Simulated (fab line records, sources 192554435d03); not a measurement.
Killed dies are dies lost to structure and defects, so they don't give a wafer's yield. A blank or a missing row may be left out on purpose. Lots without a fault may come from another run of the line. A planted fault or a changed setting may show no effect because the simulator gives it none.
Chamber matching | flow n5_finfet | N5_BEOL_M10_DEP_56 on pecvd-04: 3 sister chambers
The step deposits SiCN from 3MS/NH3, target thk 15 nm, time 26.5 s. 6 wafers are shown with their chamber, then 11 later ones without.

WAFERS WITH THEIR CHAMBER
wafer  | chamber | showerhead_vpp_V (V) | throttle_valve_pct (%)
L084.4 | 1       | 918                  | 10.1
L084.5 | 2       | 807                  | 8.7
L085.3 | 0       | 823                  | 9.1
L085.5 | 0       | 835                  | 9.1
L085.6 | 2       | 797                  | 9.1
L092.1 | 1       | 932                  | 10.1

WAFERS WITHOUT THEIR CHAMBER
wafer  | showerhead_vpp_V (V) | throttle_valve_pct (%)
L092.2 | 807                  | 9.3
L092.3 | 824                  | 9.2
L095.1 | 841                  | 9.2
L095.2 | 934                  | 9.9
L095.3 | 799                  | 9.1
L094.2 | 921                  | 10.1
L094.4 | 937                  | 10.2
L094.5 | 801                  | 9.1
L096.2 | 820                  | 9.4
L096.3 | 918                  | 10.3
L096.4 | 798                  | 8.9

WHICH CHAMBER EACH WENT THROUGH
wafer  | from the rows above     | in truth
L092.2 | can't be placed: 2 or 0 | 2
L092.3 | 0                       | 0
L095.1 | 0                       | 0
L095.2 | 1                       | 1
L095.3 | 2                       | 2
L094.2 | 1                       | 1
L094.4 | 1                       | 1
L094.5 | 2                       | 2
L096.2 | can't be placed: 0 or 2 | 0
L096.3 | 1                       | 1
L096.4 | 2                       | 2
Placed correctly: 9 of 11. Can't be placed from these rows: 2 (the true chamber is among the candidates in 2). Placed wrongly: 0.
How it was worked out, from the rows above alone: a wafer's distance from a chamber is the root of the sum, over the readings, of the square of ((its reading less the chamber's mean) divided by the reading's scatter). The wafer belongs to the nearest chamber; if the next one is less than 2 further off, it can't be placed. A chamber's mean is the mean of its shown wafers. The scatter: the root of (the sum of the squares of (reading less its chamber's mean) over the shown wafers, divided by (wafers less chambers)).
